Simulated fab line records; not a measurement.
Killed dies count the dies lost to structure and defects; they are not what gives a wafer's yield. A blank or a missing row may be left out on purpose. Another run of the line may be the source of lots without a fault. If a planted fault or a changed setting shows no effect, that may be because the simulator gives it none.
Split-lot experiment | flow n5 finfet | 7 lots, 21 wafers read, on a route of 1938 steps

SPLIT DETAILS
At N5_PASSIVATION_ETCH_54 (etches SiO2 in CHF3/O2, target depth 880 nm, time 440 s), the setting bias w was moved away from the recipe's 170 W on 7 of the 21 wafers read, by -14.5% to +17.4%. The other wafers ran this setting at the recipe's value.

Reading taken at the split's own step.

THE READING
rf vpp V, in V, at N5_PASSIVATION_ETCH_54 (etches SiO2 in CHF3/O2, target depth 880 nm, time 440 s). A value of 531 V with a standard deviation of 13 V is what fault-free wafers of this fab line usually give.

wafer  | tool, chamber at the split | bias w as run, W | against the recipe | rf vpp V, V | against lot-mates on the recipe
L075.1 | rie diel-06, 3             | 145.4            | -14.5%             | 456         | -74
L075.3 | rie diel-06, 1             | 170              | recipe             | 541         | -
L075.6 | rie diel-06, 3             | 170              | recipe             | 519         | -
L080.2 | rie diel-05, 1             | 170              | recipe             | 544         | -
L080.3 | rie diel-05, 3             | 187.1            | +10.1%             | 570         | +35
L080.5 | rie diel-05, 3             | 170              | recipe             | 526         | -
L084.1 | rie diel-06, 2             | 199.6            | +17.4%             | 606         | +81
L084.5 | rie diel-06, 3             | 170              | recipe             | 517         | -
L084.6 | rie diel-06, 2             | 170              | recipe             | 533         | -
L085.3 | rie diel-05, 2             | 170              | recipe             | 520         | -
L085.5 | rie diel-05, 2             | 170              | recipe             | 521         | -
L085.6 | rie diel-05, 3             | 170              | recipe             | 528         | -
L089.2 | rie diel-05, 2             | 180              | +5.9%              | 544         | +2
L089.5 | rie diel-05, 1             | 170              | recipe             | 542         | -
L089.6 | rie diel-05, 0             | 180              | +5.9%              | 540         | -2
L094.1 | rie diel-06, 1             | 151.2            | -11.1%             | 493         | -19
L094.2 | rie diel-06, 0             | 170              | recipe             | 506         | -
L094.4 | rie diel-06, 3             | 170              | recipe             | 518         | -
L096.1 | rie diel-05, 1             | 170              | recipe             | 543         | -
L096.3 | rie diel-05, 2             | 170              | recipe             | 519         | -
L096.6 | rie diel-05, 2             | 189.1            | +11.2%             | 565         | +34

FIT RESULTS
A straight line over all 21 wafers: rf vpp V changes by +4.12 V for each +1% of bias w; r = +0.93; the points scatter about the line by 11 V.
The same after taking each lot's own level away (the mean of its wafers on the recipe; 21 wafers): +3.72 V for each +1%; r = +0.90; scatter 13 V.
Per that fit: largest bias w move, reading shift of 65 V.
Measured against the standard deviation above, the lots' own levels, which go from 512.0 to 542.0 V, span 2.3 times it.
Thus the slope moves with the lot-to-lot level: the two fits are different.
Check: for one of the wafers moved furthest among these (+17.4%), held out of the fit, the line's prediction against its lot-mates is +53.9 V. It came out at +81 V against them.
Tool readings at the split's step, against how far the setting was moved: rf vpp V r = +0.93.

THE OTHER SPLITS THESE WAFERS WENT THROUGH
Before the reading, these wafers also passed through other splits. Each is held against what the fit with the lots' levels taken away leaves over:
other split on the same wafers | wafers away from the commonest value | r with rf vpp V (lot level and that fit taken away)
N5_BEOL_M15_EXPOSE_07 dose mj  | 10                                   | -0.09
N5_MIM_BOT_ETCH_ETCH_03 icp w  | 6                                    | +0.12

THE WHOLE CHAIN: every reading that the file lists as answering this split, in the file's order
step                   | what it does                                            | reading                                                                       | change (the file's fit)              | r (the file's)
N5_PASSIVATION_ETCH_54 | etches SiO2 in CHF3/O2, target depth 880 nm, time 440 s | rf vpp V                                                                      | +3.82 V for each +1% of the setting  | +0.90
N5_PASSIVATION_ETCH_54 | etches SiO2 in CHF3/O2, target depth 880 nm, time 440 s | etch.depth nm (the simulator's own value, which no gauge read)                | +3.06 nm for each +1% of the setting | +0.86
N5_PASSIVATION_ETCH_54 | etches SiO2 in CHF3/O2, target depth 880 nm, time 440 s | PASSIVATION.feature depth nm (the simulator's own value, which no gauge read) | +3.06 nm for each +1% of the setting | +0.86

THE FILE'S OWN FIT
rf vpp V changes by +3.82 V for each +1% of bias w, r = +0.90.
